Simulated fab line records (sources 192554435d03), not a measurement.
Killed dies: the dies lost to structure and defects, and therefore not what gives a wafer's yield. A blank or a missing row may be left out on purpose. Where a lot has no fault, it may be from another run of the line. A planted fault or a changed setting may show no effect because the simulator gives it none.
3 desks looking at one fault || flow n5_finfet || every desk sees just its own numbers, and what lay behind them comes last

== THE DEFECT DESK ==
Counts from the inspections along the route, per lot, as means over the sampled wafers that have a number. Marked OUT: a lot whose mean sits more than 4 standard deviations from the usual mean, which makes it out of limits; the brackets give that distance.
Columns: A = raw_defect_count at N5_MIM_BOT_LITHO_INSPECT_12, usual 2.0
{"lot": "L887", "first seen here": "day 11 18:39", "A": 0.3}
{"lot": "L890", "first seen here": "day 12 18:26", "A": 1.7}
{"lot": "L896", "first seen here": "day 14 02:55", "A": 2.3}
{"lot": "L898", "first seen here": "day 14 23:08", "A": 2.7}
{"lot": "L902", "first seen here": "day 16 21:53", "A": 3.0}
{"lot": "L906", "first seen here": "day 17 11:05", "A": 2.3}
Finding of this desk: none of the 6 lots has anything out of limits.

== DESK OF THE TOOL OWNER: rie_metal-01 ==
The tool's own readings at N5_MIM_BOT_ETCH_ETCH_03 (etches the open film in Cl2/BCl3, target depth 12 nm): means of the sampled wafers that have a number, for each lot that ran on this tool. Marked OUT: a lot whose mean sits more than 4 standard deviations from the usual mean, which makes it out of limits; the brackets give that distance.
Columns: A = drypump_motor_current_A at N5_MIM_BOT_ETCH_ETCH_03, usual 5.55 A; B = oes_product_au at N5_MIM_BOT_ETCH_ETCH_03, usual 0.80 a.u.; C = rf_fwd_power_W at N5_MIM_BOT_ETCH_ETCH_03, usual 794.9 W; D = throttle_valve_pct at N5_MIM_BOT_ETCH_ETCH_03, usual 27.68 %
{"lot": "L890", "first seen here": "day 12 18:38", "A": 5.70, "B": "1.08 (+4.2) OUT", "C": "1276.3 (+99 or more) OUT", "D": 27.49}
{"lot": "L896", "first seen here": "day 14 03:11", "A": 5.70, "B": 1.06, "C": "1276.5 (+99 or more) OUT", "D": 27.49}
{"lot": "L906", "first seen here": "day 17 11:20", "A": 5.69, "B": 0.79, "C": 794.3, "D": 27.49}
This desk's verdict: out of limits on L890, L896, starting with L890 at day 12 18:38 (oes_product_au at N5_MIM_BOT_ETCH_ETCH_03). L906: within limits.

== FROM THE METROLOGY DESK ==
What the gauges read for every lot (on any tool): the sampled wafers with a number, averaged. Marked OUT: a lot whose mean sits more than 4 standard deviations from the usual mean, which makes it out of limits; the brackets give that distance.
Columns: A = cd_nm at N5_MIM_BOT_LITHO_CD_MEAS_08, usual 3001.5 nm; B = MIM_BOT_OVL at N5_MIM_BOT_LITHO_OVL_MEAS_11, usual 3 nm
{"lot": "L887", "first seen here": "day 11 18:35", "A": 3003.5, "B": 0}
{"lot": "L890", "first seen here": "day 12 18:23", "A": 3000.3, "B": 6}
{"lot": "L896", "first seen here": "day 14 02:52", "A": 3000.5, "B": -1}
{"lot": "L898", "first seen here": "day 14 23:05", "A": 3000.0, "B": 3}
{"lot": "L902", "first seen here": "day 16 21:50", "A": 3001.7, "B": -0}
{"lot": "L906", "first seen here": "day 17 11:02", "A": 3002.6, "B": -1}
Finding of this desk: none of the 6 lots has anything out of limits.

== TAKEN TOGETHER ==
At day 12 18:38, on L890, L896, the tool owner's desk was in a position to raise an alarm.
Nothing out of limits was seen by the defect desk.
Nothing out of limits was seen by the metrology desk.
The defect desk has L890, L896 on record, within its limits.
The metrology desk has L890, L896 on record, within its limits.
On rie_metal-01, each named lot ran N5_MIM_BOT_ETCH_ETCH_03.

== WHAT HAD BEEN PUT IN BY THE SIMULATOR ==
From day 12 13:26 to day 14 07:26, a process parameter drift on rie_metal-01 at N5_MIM_BOT_ETCH_ETCH_03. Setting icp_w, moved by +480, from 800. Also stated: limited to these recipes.
Struck lots among those shown: L890, L896.
Delay in hours, fault start to first out-of-limits reading, by desk: the tool owner's desk at 5.
